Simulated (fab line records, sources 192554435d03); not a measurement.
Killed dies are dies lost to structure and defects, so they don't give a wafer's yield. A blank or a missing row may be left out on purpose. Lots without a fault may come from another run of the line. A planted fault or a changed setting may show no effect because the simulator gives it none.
Which tool did it? | flow n5_finfet | 11 lots, 32 wafers sampled, at 3 steps of a route of 1938

WHAT THE GAUGES READ, wafer by wafer
N5_BEOL_M10_CD_MEAS_28: target cd 70 nm. Usual: cd_nm 70.2 nm, standard deviation 0.79.
lot  | measured     | on        | cd_nm (nm)     | flag
L643 | day 10 17:30 | cd_sem-03 | 69.9 69.4 70.0 |
L642 | day 10 17:28 | cd_sem-03 | 70.6 71.2 70.8 |
L645 | day 11 02:39 | cd_sem-02 | 69.0 68.9 68.9 |
L646 | day 11 09:20 | cd_sem-02 | 69.3 68.3 68.3 |
L648 | day 11 20:18 | cd_sem-02 | 70.9 70.4 70.1 |
L647 | day 12 01:58 | cd_sem-03 | 69.5 69.9 69.8 |
L649 | day 12 02:08 | cd_sem-01 | 69.7 70.6 70.5 |
L653 | day 13 04:27 | cd_sem-01 | 69.9 69.9      |
L661 | day 15 04:34 | cd_sem-03 | 70.3 69.6 70.4 |
L663 | day 15 12:17 | cd_sem-02 | 70.1 70.8 71.1 |
L662 | day 16 00:25 | cd_sem-02 | 70.5 70.4 71.0 |

WHICH TOOL RAN EACH LOT (tool, then ch and the chambers of the sampled wafers, then the start)
lot  | N5_BEOL_M10_HM_DEP_02        | N5_BEOL_M10_STRIP_67
L643 | pvd_sputter-01, day 10 15:28 | rie_diel-01 ch 1,2,3, day 10 16:17
L642 | pvd_sputter-01, day 10 15:43 | rie_diel-02 ch 1,2,3, day 10 16:32
L645 | pvd_sputter-03, day 11 00:21 | rie_diel-01 ch 0,1, day 11 01:10
L646 | pvd_sputter-03, day 11 07:24 | rie_diel-04 ch 0,2,3, day 11 08:35
L648 | pvd_sputter-03, day 11 18:43 | rie_diel-04 ch 1,2,3, day 11 19:35
L647 | pvd_sputter-01, day 11 23:00 | rie_diel-01 ch 0,1,2, day 12 00:13
L649 | pvd_sputter-03, day 11 23:01 | rie_diel-02 ch 1,2,3, day 12 00:14
L653 | pvd_sputter-03, day 13 02:28 | rie_diel-04 ch 0, day 13 03:47
L661 | pvd_sputter-02, day 15 03:12 | rie_diel-01 ch 0,1,3, day 15 03:53
L663 | pvd_sputter-03, day 15 09:52 | rie_diel-02 ch 1,2,3, day 15 10:45
L662 | pvd_sputter-02, day 15 22:07 | rie_diel-02 ch 2,3, day 15 22:56
- N5_BEOL_M10_HM_DEP_02: deposits TiN, target thk 20 nm.
- N5_BEOL_M10_STRIP_67: strips in CF4.

WHAT THE TOOLS THEMSELVES READ (means of the sampled wafers that have a number; where no wafer has one, the mark that the record gives instead)
N5_BEOL_M10_HM_DEP_02. Usual: substrate_temp_c 25.01 C, standard deviation 0.1; throttle_valve_pct 29.4 %, standard deviation 0.94.
lot  | tool           | substrate_temp_c (C) | throttle_valve_pct (%) | flag
L643 | pvd_sputter-01 | 24.96                | 29.6                   |
L642 | pvd_sputter-01 | 25.01                | 28.6                   |
L645 | pvd_sputter-03 | 25.02                | 29.3                   |
L646 | pvd_sputter-03 | 24.98                | 29.5                   |
L648 | pvd_sputter-03 | 25.00                | 29.9                   |
L647 | pvd_sputter-01 | 25.04                | 30.1                   |
L649 | pvd_sputter-03 | 24.93                | 29.8                   |
L653 | pvd_sputter-03 | 25.01                | 29.0                   |
L661 | pvd_sputter-02 | 24.95                | 29.1                   |
L663 | pvd_sputter-03 | 24.95                | 29.1                   |
L662 | pvd_sputter-02 | 25.04                | 29.5                   |

N5_BEOL_M10_STRIP_67. Usual: drypump_motor_current_A 5.5 A, standard deviation 0.43; oes_product_au 0.81 a.u., standard deviation 0.07; rf_vpp_V 271.2 V, standard deviation 1.3; showerhead_plenum_p_Torr 1.80 Torr, standard deviation 0.046; throttle_valve_pct 13.69 %, standard deviation 0.23.
lot  | tool        | drypump_motor_current_A (A) | oes_product_au (a.u.) | rf_vpp_V (V) | showerhead_plenum_p_Torr (Torr) | throttle_valve_pct (%) | flag
L643 | rie_diel-01 | 6.0                         | 0.81                  | 271.5        | 1.83                            | 13.65                  |
L642 | rie_diel-02 | 5.1                         | 0.77                  | 269.5        | 1.75                            | 13.66                  |
L645 | rie_diel-01 | 6.0                         | 0.86                  | 271.4        | 1.80                            | 13.55                  |
L646 | rie_diel-04 | 5.5                         | 0.84                  | 272.0        | 1.82                            | 13.69                  |
L648 | rie_diel-04 | 5.3                         | 0.87                  | 270.9        | 1.80                            | 13.61                  |
L647 | rie_diel-01 | 5.9                         | 0.83                  | 271.1        | 1.82                            | 13.51                  |
L649 | rie_diel-02 | 5.1                         | 0.76                  | 270.7        | 1.75                            | 13.67                  |
L653 | rie_diel-04 | 5.5                         | 0.83                  | 272.1        | 1.81                            | 13.70                  |
L661 | rie_diel-01 | 6.1                         | 0.78                  | 270.7        | 1.80                            | 13.80                  |
L663 | rie_diel-02 | 5.1                         | 0.73                  | 269.7        | 1.74                            | 13.74                  |
L662 | rie_diel-02 | 5.0                         | 0.69                  | 269.5        | 1.73                            | 13.95                  |

THE ANSWER, worked out from the rows above alone
Rule: a lot is off if the mean of its wafers that have a number lies more than 3 standard deviations from the usual mean. A lot without any number at a reading at which 4 lots or more have one is off too. The other lots that the step has rows for count as sound. The gauges are gone through in route order, then the tools' own readings, and for those a lot's mean is taken as printed above. The first step at which some lot is off is used, and at that step the reading that is off furthest; a lot without a number counts as furthest.
No lot is off at any reading shown: from this, nothing can be told.

WHAT THE SIMULATOR HAD PUT IN
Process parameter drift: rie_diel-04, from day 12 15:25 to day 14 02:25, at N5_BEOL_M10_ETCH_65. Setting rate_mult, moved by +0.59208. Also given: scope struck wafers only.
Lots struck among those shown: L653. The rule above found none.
